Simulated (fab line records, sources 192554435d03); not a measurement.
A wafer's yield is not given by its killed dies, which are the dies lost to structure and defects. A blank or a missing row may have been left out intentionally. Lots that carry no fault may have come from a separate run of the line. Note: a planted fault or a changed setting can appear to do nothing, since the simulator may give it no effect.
Matching of chambers || flow n5Finfet || rieDiel-04 running N5_BEOL_M14_DESCUM_33: 4 sister chambers
The step chemistry O2, time 7.9 s. 4 wafers are shown with their chamber, then 9 later ones without.

== EACH WAFER AND ITS CHAMBER ==
{"wafer": "L082.1", "chamber": 2, "showerheadPlenumPTorr (Torr)": 2.04}
{"wafer": "L086.1", "chamber": 0, "showerheadPlenumPTorr (Torr)": 2.13}
{"wafer": "L086.2", "chamber": 3, "showerheadPlenumPTorr (Torr)": 2.07}
{"wafer": "L086.4", "chamber": 1, "showerheadPlenumPTorr (Torr)": 1.97}

== WAFERS WITHOUT THEIR CHAMBER ==
{"wafer": "L085.3", "showerheadPlenumPTorr (Torr)": 2.03}
{"wafer": "L085.4", "showerheadPlenumPTorr (Torr)": 1.97}
{"wafer": "L085.5", "showerheadPlenumPTorr (Torr)": 2.13}
{"wafer": "L092.1", "showerheadPlenumPTorr (Torr)": 2.03}
{"wafer": "L092.2", "showerheadPlenumPTorr (Torr)": 2.07}
{"wafer": "L092.5", "showerheadPlenumPTorr (Torr)": 2.03}
{"wafer": "L096.3", "showerheadPlenumPTorr (Torr)": 2.12}
{"wafer": "L096.5", "showerheadPlenumPTorr (Torr)": 2.12}
{"wafer": "L096.6", "showerheadPlenumPTorr (Torr)": 2.02}

== CHAMBER TAKEN BY EACH ==
{"wafer": "L085.3", "from the rows above": 2, "in truth": 2}
{"wafer": "L085.4", "from the rows above": 1, "in truth": 1}
{"wafer": "L085.5", "from the rows above": 0, "in truth": 0}
{"wafer": "L092.1", "from the rows above": 2, "in truth": 2}
{"wafer": "L092.2", "from the rows above": 3, "in truth": 3}
{"wafer": "L092.5", "from the rows above": 2, "in truth": 2}
{"wafer": "L096.3", "from the rows above": 0, "in truth": 0}
{"wafer": "L096.5", "from the rows above": 0, "in truth": 0}
{"wafer": "L096.6", "from the rows above": 2, "in truth": 2}
9 of 9 placed correctly. Number that these rows cannot place: 0. Wrongly placed: 0.
How it was worked out, from the rows above alone: a wafer's distance from a chamber is the root of the sum, over the readings, of the square of ((its reading less the chamber's mean) divided by the reading's scatter). The wafer belongs to the nearest chamber; if the next one is less than 2 further off, it can't be placed. Each chamber's mean is taken over the wafers shown for it. The scatter: with one shown wafer a chamber, the root of the mean of the squares of how far each hidden wafer lies from its nearest shown one.
